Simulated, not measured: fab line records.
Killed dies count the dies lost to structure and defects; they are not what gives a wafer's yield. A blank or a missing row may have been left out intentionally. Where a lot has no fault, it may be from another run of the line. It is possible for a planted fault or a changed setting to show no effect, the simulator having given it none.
One fault through the eyes of 2 desks    flow n5 finfet    each desk has only its own numbers; what lay behind them comes last

== THE TOOL OWNER'S DESK: ald metal-04 ==
The tool's own readings at N5_HKMG_FIN_ALD_91 (deposits TiN, target thk 1 nm, pulse time 1 s, purge time 3 s): means of the sampled wafers that have a number, for each lot that ran on this tool. Any lot whose mean is over 4 standard deviations away from the usual mean is out of limits and marked OUT; that distance is given in the brackets.
Columns: A = heater power w at N5_HKMG_FIN_ALD_91, usual 872 W; B = precursor pulse height rel at N5_HKMG_FIN_ALD_91, usual 1.002
lot   first seen here  A    B
L381  day 4 11:31      836  0.984
L380  day 4 12:39      805  1.006
L387  day 6 05:43      861  1.003
L403  day 10 02:54     854  0.994
This desk's finding: nothing out of limits on any of the 4 lots.

== THE METROLOGY DESK ==
Means of the sampled wafers that have a number, per lot and without regard to the tool the lot ran on: this is what the gauges read. Any lot whose mean is over 4 standard deviations away from the usual mean is out of limits and marked OUT; that distance is given in the brackets. Only the readings that lie furthest out on some lot appear, 7 of the 11 it has.
Columns: A = NWFM_OVL at N5_HKMG_FIN_OVL_MEAS_13, usual -0.6 nm; B = DIBL_N at N5_BEOL_M4_RC_MEAS_101, usual 36.0 mV/V; C = IOFF_P at N5_BEOL_M4_RC_MEAS_101, usual 0.21 nA/um; D = ION_N at N5_BEOL_M4_RC_MEAS_101, usual 675 uA/um; E = SS_N at N5_BEOL_M4_RC_MEAS_101, usual 71.5 mV/dec; F = VT_N at N5_BEOL_M4_RC_MEAS_101, usual 250 mV; G = VT_P at N5_BEOL_M4_RC_MEAS_101, usual -251 mV
lot   first seen here  A     B     C     D    E     F    G
L381  day 4 10:15      -0.6  36.0  0.22  692  71.3  243  -246
L380  day 4 11:37      -1.1  37.0  0.18  671  71.7  250  -254
L383  day 5 05:50      -1.1  36.2  0.21  672  72.8  252  -251
L386  day 5 16:49      0.6   34.7  0.18  677  70.0  253  -250
L387  day 6 04:39      -0.2  35.6  0.19  672  71.7  247  -252
L394  day 8 05:11      -2.0  33.7  0.17  675  70.9  252  -253
L396  day 8 14:07      -0.3  37.3  0.23  670  72.2  248  -250
L399  day 8 21:00      -0.9  36.8  0.23  674  71.7  246  -250
L400  day 9 06:58      -0.8  34.9  0.19  674  71.0  253  -252
L401  day 9 08:05      -0.3  36.8  0.23  666  71.6  251  -250
L402  day 9 16:02      -0.9  33.9  0.16  664  71.1  256  -254
L403  day 10 01:52     -0.9  38.7  0.21  684  72.9  248  -252
This desk's finding: nothing out of limits on any of the 12 lots.

== PUT TOGETHER ==
Nothing out of limits was seen by the tool owner's desk.
Nothing out of limits was seen by the metrology desk.

== WHAT THE SIMULATOR HAD INSERTED ==
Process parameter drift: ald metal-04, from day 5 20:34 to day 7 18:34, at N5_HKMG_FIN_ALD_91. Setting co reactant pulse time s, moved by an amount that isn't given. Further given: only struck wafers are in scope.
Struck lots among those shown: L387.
